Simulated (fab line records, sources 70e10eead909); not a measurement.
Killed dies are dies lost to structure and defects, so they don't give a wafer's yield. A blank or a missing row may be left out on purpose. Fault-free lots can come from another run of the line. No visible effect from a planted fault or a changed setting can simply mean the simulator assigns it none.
Chamber matching + flow nand_harc + pecvd-03 running NHARC_A_STAIRCASE_DEP_325: 3 sister chambers
The step deposits SiO2, target thk 3800 nm. 6 wafers are shown with their chamber, then 8 later ones without.

== WAFERS PAIRED WITH THEIR CHAMBERS ==
| wafer  | chamber | heater_power_outer_w (W) | heater_power_w (W) |
|--------|---------|--------------------------|--------------------|
| L080.6 | 0       | 361                      | 662                |
| L087.5 | 1       | 329                      | 676                |
| L090.1 | 1       | 339                      | 651                |
| L090.3 | 2       | 378                      | 636                |
| L090.6 | 2       | 340                      | 589                |
| L089.1 | 0       | 450                      | 759                |

== WAFERS WITH NO CHAMBER GIVEN ==
| wafer  | heater_power_outer_w (W) | heater_power_w (W) |
|--------|--------------------------|--------------------|
| L089.2 | 424                      | 693                |
| L089.5 | 354                      | 652                |
| L096.2 | 412                      | 693                |
| L096.4 | 327                      | 686                |
| L096.5 | 329                      | 588                |
| L097.2 | 383                      | 696                |
| L097.4 | 346                      | 585                |
| L097.6 | 354                      | 657                |

== CHAMBER TAKEN BY EACH ==
| wafer  | from the rows above          | in truth |
|--------|------------------------------|----------|
| L089.2 | can't be placed: 0 or 1 or 2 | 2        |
| L089.5 | can't be placed: 1 or 2 or 0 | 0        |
| L096.2 | can't be placed: 0 or 1 or 2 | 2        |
| L096.4 | can't be placed: 1 or 2 or 0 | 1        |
| L096.5 | can't be placed: 2 or 1      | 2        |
| L097.2 | can't be placed: 0 or 1 or 2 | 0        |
| L097.4 | can't be placed: 2 or 1      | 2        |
| L097.6 | can't be placed: 1 or 2 or 0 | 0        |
Correctly placed: 0 of 8. Can't be placed from these rows: 8 (the true chamber is among the candidates in 8). Wrongly placed: 0.
How it was worked out, from the rows above alone: a wafer's distance from a chamber is the root of the sum, over the readings, of the square of ((its reading less the chamber's mean) divided by the reading's scatter). If the next closest chamber is less than 2 further off than the closest, the wafer can't be placed; otherwise it belongs to the closest. A chamber's mean is the mean of its shown wafers. The scatter: take each reading less its chamber's mean, square it, sum over the shown wafers, divide by the number of wafers less the number of chambers, and take the root.
